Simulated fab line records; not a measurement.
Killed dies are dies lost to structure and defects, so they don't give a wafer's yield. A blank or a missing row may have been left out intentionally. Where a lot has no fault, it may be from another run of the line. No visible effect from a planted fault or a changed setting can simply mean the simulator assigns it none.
Which tool was responsible? -- flow n5 finfet -- 23 lots with 69 wafers sampled at 2 steps, on a route of 1938 steps

WHAT EACH GAUGE READ, for each wafer
N5_BEOL_M0_SAQP_OVL_MEAS_15. Usual: M0_CORE_OVL 0.0 nm, standard deviation 0.62.
lot,measured,on,M0_CORE_OVL (nm),flag
L074,day 5 10:38,overlay-01,0.1 -0.1 -0.2,
L075,day 5 16:43,overlay-01,1.5 0.5 1.1,
L076,day 6 01:44,overlay-02,0.3 -0.7 -0.2,
L078,day 6 13:12,overlay-01,1.2 0.0 0.8,
L079,day 6 16:14,overlay-02,1.1 -1.1 0.2,
L080,day 6 22:34,overlay-01,0.4 0.9 -0.2,
L081,day 7 07:43,overlay-01,-0.9 0.0 -0.8,
L082,day 7 09:40,overlay-02,-0.2 -0.6 -0.9,
L083,day 7 18:56,overlay-01,0.3 -0.1 -0.7,
L084,day 8 01:34,overlay-01,0.0 0.3 -1.1,
L086,day 8 10:17,overlay-02,-1.9 0.3 0.6,
L085,day 8 12:41,overlay-01,-0.5 0.7 0.4,
L087,day 8 16:37,overlay-02,0.0 -0.2 -0.6,
L088,day 9 02:57,overlay-02,0.4 0.1 0.3,
L089,day 9 08:01,overlay-02,1.1 0.7 -0.5,
L090,day 9 10:17,overlay-01,-0.8 0.4 0.5,
L091,day 9 13:35,overlay-02,0.4 0.3 0.3,
L092,day 9 22:32,overlay-01,-0.9 0.5 0.7,
L093,day 10 03:37,overlay-02,-0.7 -0.4 -0.4,
L094,day 10 08:52,overlay-01,-0.6 -0.3 0.5,
L095,day 10 18:49,overlay-01,0.4 -0.2 -0.5,
L097,day 11 06:11,overlay-02,0.1 -0.1 0.0,
L096,day 11 09:16,overlay-01,-0.3 0.4 -0.7,

TOOL THAT RAN EACH LOT (tool first, then ch and the chambers of the sampled wafers, then the start)
lot,N5_BEOL_M0_SAQP_PECVD_00
L074,"pecvd-02 ch 0,1, day 5 09:37"
L075,"pecvd-01 ch 1,2, day 5 15:50"
L076,"pecvd-02 ch 0,1,2, day 5 22:51"
L078,"pecvd-01 ch 0,2, day 6 11:24"
L079,"pecvd-01 ch 0,1,2, day 6 14:23"
L080,"pecvd-02 ch 0,1,2, day 6 21:07"
L081,"pecvd-02 ch 0,1,2, day 7 05:40"
L082,"pecvd-01 ch 0,2, day 7 08:41"
L083,"pecvd-02 ch 1,2, day 7 14:46"
L084,"pecvd-01 ch 0,1,2, day 7 23:50"
L086,"pecvd-04 ch 0,1,2, day 8 08:26"
L085,"pecvd-01 ch 0,1, day 8 11:27"
L087,"pecvd-04 ch 1,2, day 8 15:21"
L088,"pecvd-02 ch 0,2, day 9 02:09"
L089,"pecvd-01 ch 1,2, day 9 05:09"
L090,"pecvd-01 ch 0,2, day 9 09:26"
L091,"pecvd-02 ch 0,2, day 9 12:28"
L092,"pecvd-02 ch 0,1, day 9 19:53"
L093,"pecvd-04 ch 1,2, day 10 01:30"
L094,"pecvd-01 ch 0,1, day 10 07:53"
L095,"pecvd-01 ch 0,1, day 10 16:33"
L097,"pecvd-04 ch 0,2, day 11 04:34"
L096,"pecvd-02 ch 0,2, day 11 07:33"
- N5_BEOL_M0_SAQP_PECVD_00: deposits SiCN from 3MS/NH3, target thk 8 nm, time 14 s.

AS READ BY THE TOOLS THEMSELVES (means over the sampled wafers that have a number; for cases with no such wafer, the mark the record gives instead)
N5_BEOL_M0_SAQP_PECVD_00. Usual: showerhead plenum p Torr 3.654 Torr, standard deviation 0.015; throttle valve pct 9.2 %, standard deviation 0.65.
lot,tool,showerhead plenum p Torr (Torr),throttle valve pct (%),flag
L074,pecvd-02,3.658,8.9,
L075,pecvd-01,3.648,9.5,
L076,pecvd-02,3.659,8.9,
L078,pecvd-01,3.635,9.4,
L079,pecvd-01,3.634,9.7,
L080,pecvd-02,3.663,9.0,
L081,pecvd-02,3.659,8.9,
L082,pecvd-01,3.639,9.4,
L083,pecvd-02,3.665,9.0,
L084,pecvd-01,3.649,9.7,
L086,pecvd-04,3.661,8.9,
L085,pecvd-01,3.643,9.9,
L087,pecvd-04,3.660,8.5,
L088,pecvd-02,3.668,8.8,
L089,pecvd-01,3.650,9.4,
L090,pecvd-01,3.636,9.2,
L091,pecvd-02,3.669,8.9,
L092,pecvd-02,3.660,8.9,
L093,pecvd-04,3.649,8.5,
L094,pecvd-01,3.644,10.2,
L095,pecvd-01,3.645,10.3,
L097,pecvd-04,3.672,9.5,
L096,pecvd-02,3.669,9.1,

THE ANSWER, worked out from the rows above alone
Rule: a lot counts as off when the mean over its wafers that have a number is more than 3 standard deviations away from the usual mean. Also off: a lot with no number at a reading for which 4 or more lots have one. Where the step has rows for the other lots, those lots are counted as sound. First the gauges in route order, then the tools' own readings, where a lot's mean is used as printed above. At the first step where some lot is off, the reading lying furthest off is the one used; lots without a number count as furthest.
Across all readings shown, no lot is off: no conclusion can be drawn from this.

WHAT WAS PUT IN BY THE SIMULATOR
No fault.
